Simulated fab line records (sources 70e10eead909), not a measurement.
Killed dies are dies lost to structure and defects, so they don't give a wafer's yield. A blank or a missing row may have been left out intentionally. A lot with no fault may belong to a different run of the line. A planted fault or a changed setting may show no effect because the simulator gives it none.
Which tool did it?    flow nand harc    13 lots with 39 wafers sampled at 5 steps, on a route of 1302 steps

== WHAT EACH GAUGE READ, for each wafer ==
NHARC_HYBRID_BOND_OVL_MEAS_05. Usual: overlay x nm 3 nm, standard deviation 35; overlay y nm -4 nm, standard deviation 34.
lot   measured      on          overlay x nm (nm)  overlay y nm (nm)  flag
L262  day 24 11:50  overlay-02  4 -47 48           38 -57 14          
L265  day 24 18:44  overlay-01  26 54 41           -75 -1 -21         
L267  day 26 05:16  overlay-01  38 46 -24          -7 -44 9           
L268  day 26 12:29  overlay-02  54 45 -30          -25 18 27          
L269  day 26 12:29  overlay-01  18 -19 57          75 -13 29          
L270  day 28 14:57  overlay-02  57 -23 37          -58 2 17           
L271  day 28 14:58  overlay-02  48 60 -8           -78 49 -12         
L273  day 28 14:57  overlay-01  22 -124 20         16 -65 -21         
L274  day 29 11:39  overlay-02  61 -32 26          7 -9 -27           
L275  day 29 11:40  overlay-01  52 5 -29           -52 24 52          
L282  day 32 09:17  overlay-02  63 -39 -12         83 5 -37           
L283  day 32 14:59  overlay-02  -33 30 11          5 54 40            
L284  day 33 02:20  overlay-02  18 27 -23          -36 3 -1           

NHARC_END_SORT_01. Usual: killed at array 55, standard deviation 20; killed at other 1.2, standard deviation 1.3; killed at periphery 4.0, standard deviation 3; killed dies 60, standard deviation 21; killed open 3.2, standard deviation 1.9; killed short 2.5, standard deviation 1.6.
lot   measured      on         killed at array  killed at other  killed at periphery  killed dies  killed open  killed short  flag
L262  day 25 07:35  prober-01  73 68 57         0 2 2            5 3 2                78 73 61     3 3 3        4 2 3         
L265  day 25 16:10  prober-01  95 104 114       0 0 0            3 0 1                98 104 115   2 2 1        1 1 3         
L267  day 26 23:45  prober-01  65 72 70         0 0 1            4 0 1                69 72 72     2 1 1        2 1 1         
L268  day 27 06:13  prober-02  84 62 75         1 0 5            0 4 4                85 66 84     5 4 1        3 2 5         
L269  day 27 06:42  prober-01  72 63 75         5 0 0            8 3 6                85 66 81     6 1 5        3 2 6         
L270  day 29 21:17  prober-01  43 50 70         1 6 1            3 2 1                47 58 72     3 4 3        3 0 5         
L271  day 29 12:41  prober-02  30 21 24         2 2 2            5 3 9                37 26 35     3 3 4        5 1 2         
L273  day 29 12:43  prober-01  68 52 65         0 3 1            8 6 2                76 61 68     4 4 2        1 1 3         
L274  day 30 05:29  prober-02  341 189 283      0 0 1            3 2 4                344 191 288  7 3 2        2 3 3         OFF
L275  day 30 06:19  prober-01  214 149 308      1 1 0            6 5 2                221 155 310  6 6 2        2 3 4         OFF
L282  day 33 03:04  prober-01  50 54 48         0 1 1            0 2 2                50 57 51     1 4 2        3 2 0         
L283  day 33 08:40  prober-02  44 49 55         0 1 0            2 2 2                46 52 57     3 1 4        2 0 7         
L284  day 33 21:07  prober-01  24 19 19         2 0 2            4 4 0                30 23 21     2 7 3        1 1 4         

== EACH LOT AND THE TOOL THAT RAN IT (in order: tool; ch and the chambers of the sampled wafers; start) ==
lot   NHARC_A_CHANNEL_HOLE_D1_DEP_00  NHARC_THIN_TSV_ETCH_15            NHARC_THIN_TSV_DESCUM_35
L262  acl dep-02 ch 0, day 9 01:06    rie si-04 ch 2,3, day 24 15:25    rie diel-06 ch 0,2,3, day 24 20:31
L265  acl dep-01 ch 0, day 9 15:53    rie si-06 ch 1,2,3, day 24 23:28  rie diel-07 ch 1,2,3, day 25 04:41
L267  acl dep-01 ch 0, day 10 21:33   rie si-04 ch 0,2,3, day 26 08:50  rie diel-06 ch 0,3, day 26 14:07
L268  acl dep-03 ch 0, day 11 15:33   rie si-06 ch 0,3, day 26 15:56    rie diel-05 ch 0,1,3, day 26 21:14
L269  acl dep-01 ch 0, day 11 15:52   rie si-06 ch 0,2, day 26 17:25    rie diel-07 ch 0,1,3, day 26 22:38
L270  acl dep-01 ch 0, day 12 05:15   rie si-02 ch 0,2,3, day 28 18:24  rie diel-05 ch 1,2,3, day 28 23:42
L271  acl dep-03 ch 0, day 12 22:10   rie si-06 ch 1,2, day 28 20:56    rie diel-07 ch 0,3, day 29 02:49
L273  acl dep-01 ch 0, day 13 03:56   rie si-02 ch 1,2, day 28 19:43    rie diel-07 ch 2,3, day 29 01:22
L274  acl dep-01 ch 0, day 13 21:43   rie si-06 ch 0,1,3, day 29 15:14  rie diel-06 ch 0,3, day 29 20:32
L275  acl dep-01 ch 0, day 14 09:37   rie si-04 ch 1,2,3, day 29 16:36  rie diel-05 ch 0,3, day 29 22:45
L282  acl dep-03 ch 0, day 17 00:42   rie si-04 ch 2,3, day 32 12:50    rie diel-07 ch 0,2,3, day 32 18:06
L283  acl dep-02 ch 0, day 17 12:12   rie si-04 ch 2,3, day 32 18:33    rie diel-07 ch 1,2, day 32 23:48
L284  acl dep-01 ch 0, day 17 23:14   rie si-02 ch 0,2,3, day 33 05:55  rie diel-06 ch 0,1,2, day 33 11:14
- NHARC_A_CHANNEL_HOLE_D1_DEP_00: deposits aC, target thk 3100 nm.
- NHARC_THIN_TSV_ETCH_15: target depth 3000 nm, bosch target overetch cycles 2, bosch etch step 2.8 s.
- NHARC_THIN_TSV_DESCUM_35: chemistry O2, time 3 s.

== WHAT THE TOOLS THEMSELVES READ (means of the sampled wafers that have a number; where no wafer has one, the mark that the record gives instead) ==
NHARC_A_CHANNEL_HOLE_D1_DEP_00. Usual: 35.001 % for throttle valve pct, sd 0.0098.
lot   tool        throttle valve pct (%)  flag
L262  acl dep-02  34.993                  
L265  acl dep-01  35.008                  
L267  acl dep-01  35.004                  
L268  acl dep-03  34.991                  
L269  acl dep-01  35.014                  
L270  acl dep-01  34.995                  
L271  acl dep-03  35.004                  
L273  acl dep-01  34.992                  
L274  acl dep-01  34.998                  
L275  acl dep-01  35.003                  
L282  acl dep-03  35.010                  
L283  acl dep-02  34.995                  
L284  acl dep-01  35.008                  

NHARC_THIN_TSV_ETCH_15. Usual: drypump motor current A 6.0 A, standard deviation 0.49; he backside leak sccm 2.6 sccm, standard deviation 0.34.
lot   tool       drypump motor current A (A)  he backside leak sccm (sccm)  flag
L262  rie si-04  6.1                          2.4                           
L265  rie si-06  6.2                          2.7                           
L267  rie si-04  6.1                          2.6                           
L268  rie si-06  6.4                          3.2                           
L269  rie si-06  6.4                          2.4                           
L270  rie si-02  5.4                          2.8                           
L271  rie si-06  5.8                          2.9                           
L273  rie si-02  5.6                          2.8                           
L274  rie si-06  6.1                          2.7                           
L275  rie si-04  5.8                          2.3                           
L282  rie si-04  5.7                          3.1                           
L283  rie si-04  6.1                          2.4                           
L284  rie si-02  5.4                          2.8                           

NHARC_THIN_TSV_DESCUM_35. Usual: drypump motor current A 5.8 A, standard deviation 0.5; oes product au 0.994 a.u., standard deviation 0.011; rf vpp V 57.8 V, standard deviation 0.95; showerhead plenum p Torr 1.92 Torr, standard deviation 0.081; throttle valve pct 11.311 %, standard deviation 0.0094.
lot   tool         drypump motor current A (A)  oes product au (a.u.)  rf vpp V (V)  showerhead plenum p Torr (Torr)  throttle valve pct (%)  flag
L262  rie diel-06  6.0                          0.993                  58.3          1.92                             11.301                  
L265  rie diel-07  5.6                          0.991                  58.3          2.00                             11.305                  
L267  rie diel-06  5.7                          0.999                  57.8          1.94                             11.307                  
L268  rie diel-05  5.6                          1.005                  56.9          1.88                             11.320                  
L269  rie diel-07  5.5                          1.003                  57.3          1.94                             11.316                  
L270  rie diel-05  5.8                          1.004                  57.7          1.87                             11.309                  
L271  rie diel-07  6.0                          0.998                  57.6          1.91                             11.313                  
L273  rie diel-07  6.2                          0.999                  58.2          1.96                             11.320                  
L274  rie diel-06  5.7                          0.994                  58.1          1.94                             11.313                  
L275  rie diel-05  5.7                          1.010                  58.0          1.93                             11.305                  
L282  rie diel-07  5.9                          0.985                  57.8          1.94                             11.310                  
L283  rie diel-07  5.5                          0.986                  58.3          2.02                             11.308                  
L284  rie diel-06  6.0                          0.979                  58.5          1.92                             11.306                  

== THE ANSWER, worked out from the rows above alone ==
Rule: a lot is off if the mean of its wafers that have a number lies more than 3 standard deviations from the usual mean. A lot without any number at a reading at which 4 lots or more have one is off too. The other lots that the step has rows for count as sound. The gauges are gone through in route order, then the tools' own readings, and for those a lot's mean is taken as printed above. The first step at which some lot is off is used, and at that step the reading that is off furthest; a lot without a number counts as furthest.
Off at NHARC_END_SORT_01 (killed at array): L274, L275.
If a tool, at a process step before that reading, ran all the lots that are off and no sound lot after the first of them, it fits. Those tools and the gauges at NHARC_END_SORT_01 are tried in the same way. None of those tried fits.

== WHAT THE SIMULATOR HAD INSERTED ==
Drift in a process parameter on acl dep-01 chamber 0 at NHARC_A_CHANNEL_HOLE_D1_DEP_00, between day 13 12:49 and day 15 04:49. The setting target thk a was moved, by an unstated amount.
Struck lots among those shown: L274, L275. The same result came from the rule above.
